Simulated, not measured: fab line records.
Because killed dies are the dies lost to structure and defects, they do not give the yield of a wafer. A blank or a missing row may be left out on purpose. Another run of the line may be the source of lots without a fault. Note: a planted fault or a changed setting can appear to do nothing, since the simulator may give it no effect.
Which tool was responsible? | flow n5-finfet | Sampling: 22 lots, 66 wafers, 6 of 1938 route steps

WHAT THE GAUGES SHOWED, per wafer
N5_BEOL_M11_CD_MEAS_11: the cd target is 64.1 nm. Usual: cd-nm at 64.3 nm, with a standard deviation of 0.93.
lot  | measured     | on        | cd-nm (nm)     | flag
L074 | day 10 11:19 | cd-sem-01 | 64.4 63.3 64.1 |
L076 | day 11 00:01 | cd-sem-01 | 63.8 63.4 64.5 |
L078 | day 11 02:38 | cd-sem-02 | 63.4 63.4 64.2 |
L077 | day 11 06:13 | cd-sem-01 | 66.5 65.4 66.1 |
L079 | day 11 10:53 | cd-sem-02 | 64.8 65.4 64.7 |
L080 | day 11 09:34 | cd-sem-03 | 65.0 64.8 65.3 |
L081 | day 11 14:16 | cd-sem-02 | 64.3 64.6 65.1 |
L083 | day 12 09:04 | cd-sem-02 | 65.4 65.7 65.6 |
L082 | day 12 09:19 | cd-sem-03 | 65.3 65.2 65.6 |
L084 | day 12 11:23 | cd-sem-03 | 63.5 63.8 64.3 |
L085 | day 12 14:43 | cd-sem-03 | 63.9 63.6 65.1 |
L086 | day 12 16:52 | cd-sem-03 | 64.3 65.8 66.1 |
L087 | day 13 12:47 | cd-sem-03 | 65.7 66.5 64.5 |
L089 | day 13 12:34 | cd-sem-02 | 64.8 63.5 64.0 |
L088 | day 13 22:07 | cd-sem-01 | 64.1 64.1 63.8 |
L091 | day 14 07:25 | cd-sem-03 | 63.1 64.0 63.8 |
L090 | day 14 06:11 | cd-sem-01 | 64.1 63.7 63.2 |
L092 | day 14 22:40 | cd-sem-03 | 63.9 63.0 63.5 |
L095 | day 15 05:05 | cd-sem-03 | 62.5 63.9 63.7 |
L094 | day 15 08:43 | cd-sem-03 | 63.8 63.5 63.0 |
L096 | day 15 14:33 | cd-sem-02 | 63.6 63.9 63.6 |
L097 | day 16 05:19 | cd-sem-02 | 62.8 62.9 63.6 |

EACH LOT AND THE TOOL THAT RAN IT (in order: tool; ch and the chambers of the sampled wafers; start)
lot  | N5_BEOL_M9_ETCH_41                            | N5_BEOL_M10_CURE_71           | N5_BEOL_M10_ETCH_62                | N5_BEOL_M10_DESCUM_33              | N5_BEOL_M10_TRENCH_ETCH_37
L074 | rie-diel-06 ch 1,2,3, day 10 00:23 or earlier | uv-cure-01 ch 0, day 10 00:23 | rie-diel-01 ch 0,2,3, day 10 02:28 | rie-diel-05 ch 0,1,2, day 10 04:52 | rie-diel-05 ch 0,1,2, day 10 11:19 or earlier
L076 | rie-diel-03 ch 1,2,3, day 10 12:06 or earlier | uv-cure-02 ch 1, day 10 12:06 | rie-diel-05 ch 0,2, day 10 15:51   | rie-diel-05 ch 0,2, day 10 18:17   | rie-diel-05 ch 0,2, day 11 00:01 or earlier
L078 | rie-diel-03 ch 1,3, day 10 13:40 or earlier   | uv-cure-01 ch 0, day 10 13:40 | rie-diel-05 ch 0,2,3, day 10 16:08 | rie-diel-05 ch 0,2, day 10 18:44   | rie-diel-05 ch 0,2, day 11 02:38 or earlier
L077 | rie-diel-06 ch 0,1, day 10 21:49 or earlier   | uv-cure-01 ch 0, day 10 21:49 | rie-diel-04 ch 0,2,3, day 10 23:39 | rie-diel-04 ch 0,3, day 11 01:16   | rie-diel-04 ch 0,3, day 11 06:13 or earlier
L079 | rie-diel-03 ch 1,2, day 10 23:44 or earlier   | uv-cure-03 ch 0, day 10 23:44 | rie-diel-04 ch 0,3, day 11 02:53   | rie-diel-05 ch 1,2, day 11 05:35   | rie-diel-05 ch 1,2, day 11 10:53 or earlier
L080 | rie-diel-02 ch 0,1,2, day 11 00:13 or earlier | uv-cure-01 ch 2, day 11 00:13 | rie-diel-05 ch 1,2,3, day 11 03:03 | rie-diel-01 ch 0,1,2, day 11 05:02 | rie-diel-01 ch 0,1,2, day 11 09:34 or earlier
L081 | rie-diel-03 ch 1,2,3, day 11 04:19 or earlier | uv-cure-03 ch 0, day 11 04:19 | rie-diel-01 ch 0,1,3, day 11 06:53 | rie-diel-04 ch 0,3, day 11 08:06   | rie-diel-04 ch 0,3, day 11 14:16 or earlier
L083 | rie-diel-03 ch 0,1,2, day 12 01:05 or earlier | uv-cure-03 ch 1, day 12 01:05 | rie-diel-05 ch 2,3, day 12 02:37   | rie-diel-04 ch 0,3, day 12 04:46   | rie-diel-04 ch 0,3, day 12 09:04 or earlier
L082 | rie-diel-03 ch 0,2, day 12 01:08 or earlier   | uv-cure-02 ch 0, day 12 01:08 | rie-diel-04 ch 0,1,3, day 12 02:47 | rie-diel-01 ch 0,2,3, day 12 04:37 | rie-diel-01 ch 0,2,3, day 12 09:19 or earlier
L084 | rie-diel-02 ch 0,2,3, day 12 01:38 or earlier | uv-cure-03 ch 0, day 12 01:38 | rie-diel-05 ch 1,2,3, day 12 02:56 | rie-diel-01 ch 2,3, day 12 05:08   | rie-diel-01 ch 2,3, day 12 11:23 or earlier
L085 | rie-diel-06 ch 0,1, day 12 07:20 or earlier   | uv-cure-02 ch 0, day 12 07:20 | rie-diel-05 ch 0,3, day 12 09:16   | rie-diel-04 ch 1,3, day 12 10:21   | rie-diel-04 ch 1,3, day 12 14:43 or earlier
L086 | rie-diel-06 ch 0,1,3, day 12 08:12 or earlier | uv-cure-03 ch 2, day 12 08:12 | rie-diel-01 ch 0,3, day 12 09:28   | rie-diel-05 ch 0,1,2, day 12 11:05 | rie-diel-05 ch 0,1,2, day 12 16:52 or earlier
L087 | rie-diel-02 ch 0,1, day 13 00:26 or earlier   | uv-cure-01 ch 1, day 13 00:26 | rie-diel-04 ch 1,2,3, day 13 03:50 | rie-diel-01 ch 2,3, day 13 06:46   | rie-diel-01 ch 2,3, day 13 12:47 or earlier
L089 | rie-diel-06 ch 0,1,3, day 13 00:46 or earlier | uv-cure-02 ch 1, day 13 00:46 | rie-diel-05 ch 1,2,3, day 13 04:00 | rie-diel-05 ch 0,1,2, day 13 06:31 | rie-diel-05 ch 0,1,2, day 13 12:34 or earlier
L088 | rie-diel-03 ch 1,2,3, day 13 12:11 or earlier | uv-cure-01 ch 2, day 13 12:11 | rie-diel-01 ch 0,1,3, day 13 14:07 | rie-diel-04 ch 0,2,3, day 13 17:14 | rie-diel-04 ch 0,2,3, day 13 22:07 or earlier
L091 | rie-diel-06 ch 1,2, day 13 20:26 or earlier   | uv-cure-02 ch 2, day 13 20:26 | rie-diel-04 ch 0,1,2, day 13 22:38 | rie-diel-04 ch 2,3, day 14 00:49   | rie-diel-04 ch 2,3, day 14 07:25 or earlier
L090 | rie-diel-06 ch 1,2, day 13 21:19 or earlier   | uv-cure-02 ch 1, day 13 21:19 | rie-diel-04 ch 0,1,3, day 13 23:11 | rie-diel-05 ch 0,2,3, day 14 00:33 | rie-diel-05 ch 0,2,3, day 14 06:11 or earlier
L092 | rie-diel-06 ch 2,3, day 14 13:34 or earlier   | uv-cure-03 ch 2, day 14 13:34 | rie-diel-04 ch 0,2,3, day 14 15:23 | rie-diel-05 ch 0,1,2, day 14 17:17 | rie-diel-05 ch 0,1,2, day 14 22:40 or earlier
L095 | rie-diel-06 ch 0,3, day 14 19:08 or earlier   | uv-cure-03 ch 1, day 14 19:08 | rie-diel-05 ch 0,1,2, day 14 22:28 | rie-diel-01 ch 0,3, day 14 23:19   | rie-diel-01 ch 0,3, day 15 05:05 or earlier
L094 | rie-diel-03 ch 0,1, day 15 01:37 or earlier   | uv-cure-01 ch 0, day 15 01:37 | rie-diel-01 ch 1,3, day 15 02:44   | rie-diel-01 ch 0,1,3, day 15 03:42 | rie-diel-01 ch 0,1,3, day 15 08:43 or earlier
L096 | rie-diel-03 ch 0,1,2, day 15 06:55 or earlier | uv-cure-03 ch 2, day 15 06:55 | rie-diel-01 ch 0,1, day 15 08:46   | rie-diel-05 ch 0,2,3, day 15 09:31 | rie-diel-05 ch 0,2,3, day 15 14:33 or earlier
L097 | rie-diel-06 ch 1,3, day 15 19:40 or earlier   | uv-cure-03 ch 0, day 15 19:40 | rie-diel-04 ch 1,3, day 15 21:19   | rie-diel-01 ch 0,1, day 15 22:36   | rie-diel-01 ch 0,1, day 16 05:19 or earlier
- N5_BEOL_M9_ETCH_41: etches SiCN in CH3F/O2, target depth 36.6 nm, time 70.1 s.
- N5_BEOL_M10_CURE_71: cures SiCOH lowk, time 240 s.
- N5_BEOL_M10_ETCH_62: etches SOC in N2/H2, target depth 110 nm, overetch 22 nm, time 165 s.
- N5_BEOL_M10_DESCUM_33: chemistry O2, time 7.9 s.
- N5_BEOL_M10_TRENCH_ETCH_37: etches SiCOH lowk in C4F6/O2, target depth 148.83 nm, time 48 s.

WHAT THE TOOLS THEMSELVES READ (means of the sampled wafers that have a number; where no wafer has one, the mark that the record gives instead)
N5_BEOL_M9_ETCH_41. Usual: bias-w 74.96 W, standard deviation 0.24; drypump-motor-current-A 5.5 A, standard deviation 0.56; oes-product-au 0.80 a.u., standard deviation 0.086; rf-vpp-V 297.1 V, standard deviation 2; showerhead-plenum-p-Torr 2.00 Torr, standard deviation 0.093; throttle-valve-pct 16.35 %, standard deviation 0.21.
lot  | tool        | bias-w (W) | drypump-motor-current-A (A) | oes-product-au (a.u.) | rf-vpp-V (V) | showerhead-plenum-p-Torr (Torr) | throttle-valve-pct (%) | flag
L074 | rie-diel-06 | 75.04      | 4.9                         | 0.77                  | 297.1        | 2.03                            | 16.41                  |
L076 | rie-diel-03 | 74.77      | 5.6                         | 0.79                  | 297.7        | 1.98                            | 16.27                  |
L078 | rie-diel-03 | 75.24      | 5.5                         | 0.80                  | 297.9        | 2.04                            | 16.15                  |
L077 | rie-diel-06 | 75.03      | 5.9                         | 0.73                  | 297.3        | 1.96                            | 16.62                  |
L079 | rie-diel-03 | 74.91      | 5.1                         | 0.84                  | 298.1        | 2.06                            | 16.17                  |
L080 | rie-diel-02 | 75.08      | 5.6                         | 0.74                  | 294.9        | 1.92                            | 16.58                  |
L081 | rie-diel-03 | 75.08      | 5.6                         | 0.78                  | 297.4        | 1.98                            | 16.29                  |
L083 | rie-diel-03 | 74.94      | 5.4                         | 0.77                  | 297.4        | 2.04                            | 16.28                  |
L082 | rie-diel-03 | 74.95      | 5.7                         | 0.73                  | 297.6        | 2.03                            | 16.38                  |
L084 | rie-diel-02 | 75.14      | 5.8                         | 0.81                  | 296.2        | 1.95                            | 16.38                  |
L085 | rie-diel-06 | 75.08      | 5.7                         | 0.74                  | 297.4        | 2.03                            | 16.47                  |
L086 | rie-diel-06 | 75.12      | 5.5                         | 0.75                  | 296.8        | 1.99                            | 16.49                  |
L087 | rie-diel-02 | 74.64      | 5.6                         | 0.84                  | 295.9        | 1.93                            | 16.45                  |
L089 | rie-diel-06 | 74.57      | 5.4                         | 0.75                  | 296.9        | 1.99                            | 16.50                  |
L088 | rie-diel-03 | 75.03      | 5.6                         | 0.85                  | 297.7        | 2.05                            | 16.16                  |
L091 | rie-diel-06 | 74.78      | 4.9                         | 0.88                  | 297.6        | 2.01                            | 16.26                  |
L090 | rie-diel-06 | 75.04      | 5.2                         | 0.82                  | 298.4        | 2.06                            | 16.30                  |
L092 | rie-diel-06 | 74.95      | 4.7                         | 0.88                  | 297.1        | 1.97                            | 16.27                  |
L095 | rie-diel-06 | 74.83      | 5.8                         | 0.91                  | 299.0        | 2.08                            | 16.35                  |
L094 | rie-diel-03 | 75.12      | 5.3                         | 0.76                  | 298.5        | 2.09                            | 16.19                  |
L096 | rie-diel-03 | 75.10      | 5.4                         | 0.75                  | 298.3        | 2.03                            | 16.32                  |
L097 | rie-diel-06 | 75.16      | 5.0                         | 0.77                  | 296.9        | 2.02                            | 16.36                  |

N5_BEOL_M10_CURE_71. Usual: lamp-power-pct 52.31 %, standard deviation 0.053; wafer_temp_C_max 386.7, standard deviation 0.76.
lot  | tool       | lamp-power-pct (%) | wafer_temp_C_max | flag
L074 | uv-cure-01 | 52.26              | 386.4            |
L076 | uv-cure-02 | 52.33              | 387.1            |
L078 | uv-cure-01 | 52.31              | 386.1            |
L077 | uv-cure-01 | 52.30              | 386.3            |
L079 | uv-cure-03 | 52.24              | 385.7            |
L080 | uv-cure-01 | 52.32              | 386.4            |
L081 | uv-cure-03 | 52.39              | 386.1            |
L083 | uv-cure-03 | 52.30              | 387.3            |
L082 | uv-cure-02 | 52.34              | 387.6            |
L084 | uv-cure-03 | 52.32              | 386.0            |
L085 | uv-cure-02 | 52.30              | 387.1            |
L086 | uv-cure-03 | 52.32              | 387.4            |
L087 | uv-cure-01 | 52.33              | 388.4            |
L089 | uv-cure-02 | 52.27              | 387.6            |
L088 | uv-cure-01 | 52.33              | 386.7            |
L091 | uv-cure-02 | 52.31              | 386.4            |
L090 | uv-cure-02 | 52.33              | 387.1            |
L092 | uv-cure-03 | 52.34              | 387.0            |
L095 | uv-cure-03 | 52.29              | 388.2            |
L094 | uv-cure-01 | 52.33              | 386.5            |
L096 | uv-cure-03 | 52.31              | 387.2            |
L097 | uv-cure-03 | 52.39              | 385.9            |

N5_BEOL_M10_ETCH_62. Usual: bias-w 150.0 W, standard deviation 0.46; drypump-motor-current-A 5.7 A, standard deviation 0.52; oes-product-au 0.68 a.u., standard deviation 0.054; rf-vpp-V 522.7 V, standard deviation 1.6; showerhead-plenum-p-Torr 2.51 Torr, standard deviation 0.056; throttle-valve-pct 17.9 %, standard deviation 0.32.
lot  | tool        | bias-w (W) | drypump-motor-current-A (A) | oes-product-au (a.u.) | rf-vpp-V (V) | showerhead-plenum-p-Torr (Torr) | throttle-valve-pct (%) | flag
L074 | rie-diel-01 | 150.4      | 5.9                         | 0.66                  | 525.2        | 2.59                            | 18.0                   |
L076 | rie-diel-05 | 150.2      | 5.6                         | 0.67                  | 522.1        | 2.49                            | 18.0                   |
L078 | rie-diel-05 | 149.9      | 5.6                         | 0.68                  | 522.3        | 2.49                            | 18.0                   |
L077 | rie-diel-04 | 149.8      | 5.8                         | 0.72                  | 521.0        | 2.48                            | 17.7                   |
L079 | rie-diel-04 | 149.7      | 6.0                         | 0.68                  | 522.1        | 2.46                            | 17.8                   |
L080 | rie-diel-05 | 150.5      | 5.8                         | 0.68                  | 522.5        | 2.49                            | 18.0                   |
L081 | rie-diel-01 | 150.0      | 6.1                         | 0.64                  | 524.3        | 2.54                            | 18.2                   |
L083 | rie-diel-05 | 149.7      | 5.6                         | 0.69                  | 522.0        | 2.49                            | 18.0                   |
L082 | rie-diel-04 | 149.8      | 5.8                         | 0.68                  | 522.6        | 2.50                            | 17.8                   |
L084 | rie-diel-05 | 150.0      | 5.8                         | 0.68                  | 522.7        | 2.48                            | 18.0                   |
L085 | rie-diel-05 | 150.2      | 5.1                         | 0.71                  | 522.0        | 2.46                            | 17.8                   |
L086 | rie-diel-01 | 150.1      | 6.1                         | 0.65                  | 524.0        | 2.55                            | 18.0                   |
L087 | rie-diel-04 | 150.1      | 5.6                         | 0.71                  | 522.5        | 2.51                            | 17.7                   |
L089 | rie-diel-05 | 150.4      | 5.8                         | 0.67                  | 521.4        | 2.48                            | 18.0                   |
L088 | rie-diel-01 | 149.7      | 6.0                         | 0.69                  | 523.9        | 2.54                            | 18.1                   |
L091 | rie-diel-04 | 150.0      | 5.5                         | 0.67                  | 522.0        | 2.51                            | 17.9                   |
L090 | rie-diel-04 | 150.2      | 5.8                         | 0.68                  | 522.3        | 2.49                            | 17.8                   |
L092 | rie-diel-04 | 150.1      | 5.8                         | 0.68                  | 520.9        | 2.47                            | 17.8                   |
L095 | rie-diel-05 | 150.2      | 5.9                         | 0.64                  | 522.4        | 2.46                            | 18.1                   |
L094 | rie-diel-01 | 149.4      | 5.8                         | 0.73                  | 522.8        | 2.51                            | 18.1                   |
L096 | rie-diel-01 | 150.3      | 5.9                         | 0.72                  | 522.6        | 2.52                            | 18.2                   |
L097 | rie-diel-04 | 150.0      | 5.6                         | 0.68                  | 523.7        | 2.53                            | 17.8                   |

N5_BEOL_M10_DESCUM_33. Usual: drypump-motor-current-A 5.7 A, standard deviation 0.52; oes-product-au 0.80 a.u., standard deviation 0.069; rf-vpp-V 242.6 V, standard deviation 1.1; showerhead-plenum-p-Torr 2.06 Torr, standard deviation 0.045; throttle-valve-pct 20.48 %, standard deviation 0.21.
lot  | tool        | drypump-motor-current-A (A) | oes-product-au (a.u.) | rf-vpp-V (V) | showerhead-plenum-p-Torr (Torr) | throttle-valve-pct (%) | flag
L074 | rie-diel-05 | 5.9                         | 0.80                  | 242.2        | 2.05                            | 20.58                  |
L076 | rie-diel-05 | 6.2                         | 0.76                  | 242.2        | 2.04                            | 20.68                  |
L078 | rie-diel-05 | 5.6                         | 0.80                  | 242.5        | 2.03                            | 20.51                  |
L077 | rie-diel-04 | 5.9                         | 0.80                  | 242.8        | 2.01                            | 20.28                  |
L079 | rie-diel-05 | 6.1                         | 0.79                  | 242.4        | 2.06                            | 20.69                  |
L080 | rie-diel-01 | 5.8                         | 0.73                  | 244.0        | 2.11                            | 20.73                  |
L081 | rie-diel-04 | 6.0                         | 0.84                  | 241.6        | 2.03                            | 20.26                  |
L083 | rie-diel-04 | 6.0                         | 0.79                  | 242.1        | 2.01                            | 20.30                  |
L082 | rie-diel-01 | 5.8                         | 0.75                  | 243.1        | 2.11                            | 20.49                  |
L084 | rie-diel-01 | 5.5                         | 0.74                  | 244.5        | 2.13                            | 20.45                  |
L085 | rie-diel-04 | 5.8                         | 0.87                  | 242.5        | 2.07                            | 20.34                  |
L086 | rie-diel-05 | 5.9                         | 0.78                  | 242.0        | 2.04                            | 20.62                  |
L087 | rie-diel-01 | 5.5                         | 0.74                  | 244.1        | 2.12                            | 20.45                  |
L089 | rie-diel-05 | 5.9                         | 0.77                  | 242.2        | 2.04                            | 20.64                  |
L088 | rie-diel-04 | 5.8                         | 0.83                  | 242.2        | 2.03                            | 20.30                  |
L091 | rie-diel-04 | 5.8                         | 0.86                  | 241.5        | 2.04                            | 20.29                  |
L090 | rie-diel-05 | 5.6                         | 0.80                  | 242.8        | 2.02                            | 20.52                  |
L092 | rie-diel-05 | 5.8                         | 0.76                  | 242.3        | 2.03                            | 20.65                  |
L095 | rie-diel-01 | 6.2                         | 0.72                  | 243.1        | 2.08                            | 20.57                  |
L094 | rie-diel-01 | 6.0                         | 0.79                  | 242.8        | 2.08                            | 20.64                  |
L096 | rie-diel-05 | 5.6                         | 0.77                  | 241.9        | 2.02                            | 20.54                  |
L097 | rie-diel-01 | 6.1                         | 0.78                  | 242.3        | 2.08                            | 20.68                  |

N5_BEOL_M10_TRENCH_ETCH_37. Usual: bias-w 185.0 W, standard deviation 0.54; drypump-motor-current-A 5.7 A, standard deviation 0.52; oes-product-au 0.79 a.u., standard deviation 0.071; rf-vpp-V 663 V, standard deviation 22; showerhead-plenum-p-Torr 2.83 Torr, standard deviation 0.075; throttle-valve-pct 21.08 %, standard deviation 0.22.
lot  | tool        | bias-w (W) | drypump-motor-current-A (A) | oes-product-au (a.u.) | rf-vpp-V (V) | showerhead-plenum-p-Torr (Torr) | throttle-valve-pct (%) | flag
L074 | rie-diel-05 | 185.5      | 5.9                         | 0.80                  | 667          | 2.79                            | 21.08                  |
L076 | rie-diel-05 | 185.5      | 6.2                         | 0.75                  | 656          | 2.79                            | 21.21                  |
L078 | rie-diel-05 | 185.0      | 5.6                         | 0.79                  | 661          | 2.80                            | 21.14                  |
L077 | rie-diel-04 | 185.1      | 5.9                         | 0.80                  | 656          | 2.74                            | 20.74                  |
L079 | rie-diel-05 | 185.1      | 6.1                         | 0.78                  | 673          | 2.77                            | 21.06                  |
L080 | rie-diel-01 | 184.5      | 5.8                         | 0.72                  | 660          | 2.89                            | 21.32                  |
L081 | rie-diel-04 | 185.2      | 6.0                         | 0.85                  | 670          | 2.76                            | 20.73                  |
L083 | rie-diel-04 | 185.1      | 6.0                         | 0.79                  | 655          | 2.73                            | 20.74                  |
L082 | rie-diel-01 | 185.0      | 5.9                         | 0.74                  | 663          | 2.92                            | 21.24                  |
L084 | rie-diel-01 | 185.0      | 5.5                         | 0.74                  | 644          | 2.96                            | 21.28                  |
L085 | rie-diel-04 | 185.0      | 5.8                         | 0.86                  | 664          | 2.82                            | 20.87                  |
L086 | rie-diel-05 | 185.3      | 5.9                         | 0.77                  | 667          | 2.78                            | 21.11                  |
L087 | rie-diel-01 | 184.9      | 5.5                         | 0.73                  | 644          | 2.95                            | 21.30                  |
L089 | rie-diel-05 | 184.7      | 5.9                         | 0.77                  | 667          | 2.78                            | 21.12                  |
L088 | rie-diel-04 | 185.3      | 5.8                         | 0.81                  | 668          | 2.75                            | 20.76                  |
L091 | rie-diel-04 | 185.0      | 5.8                         | 0.87                  | 683          | 2.77                            | 20.75                  |
L090 | rie-diel-05 | 184.9      | 5.6                         | 0.77                  | 658          | 2.79                            | 21.16                  |
L092 | rie-diel-05 | 184.8      | 5.9                         | 0.75                  | 667          | 2.77                            | 21.14                  |
L095 | rie-diel-01 | 185.3      | 6.2                         | 0.74                  | 682          | 2.87                            | 21.25                  |
L094 | rie-diel-01 | 184.1      | 6.0                         | 0.80                  | 686          | 2.84                            | 21.27                  |
L096 | rie-diel-05 | 185.5      | 5.6                         | 0.76                  | 659          | 2.78                            | 21.16                  |
L097 | rie-diel-01 | 184.8      | 6.1                         | 0.79                  | 687          | 2.84                            | 21.21                  |

THE ANSWER, worked out from the rows above alone
Rule: a lot is off if the mean of its wafers that have a number lies more than 3 standard deviations from the usual mean. A lot without any number at a reading at which 4 lots or more have one is off too. The other lots that the step has rows for count as sound. First the gauges in route order, then the tools' own readings, where a lot's mean is used as printed above. At the first step where some lot is off, the reading lying furthest off is the one used; lots without a number count as furthest.
None of the lots is off at any reading shown; this tells nothing.

WHAT HAD BEEN PUT IN BY THE SIMULATOR
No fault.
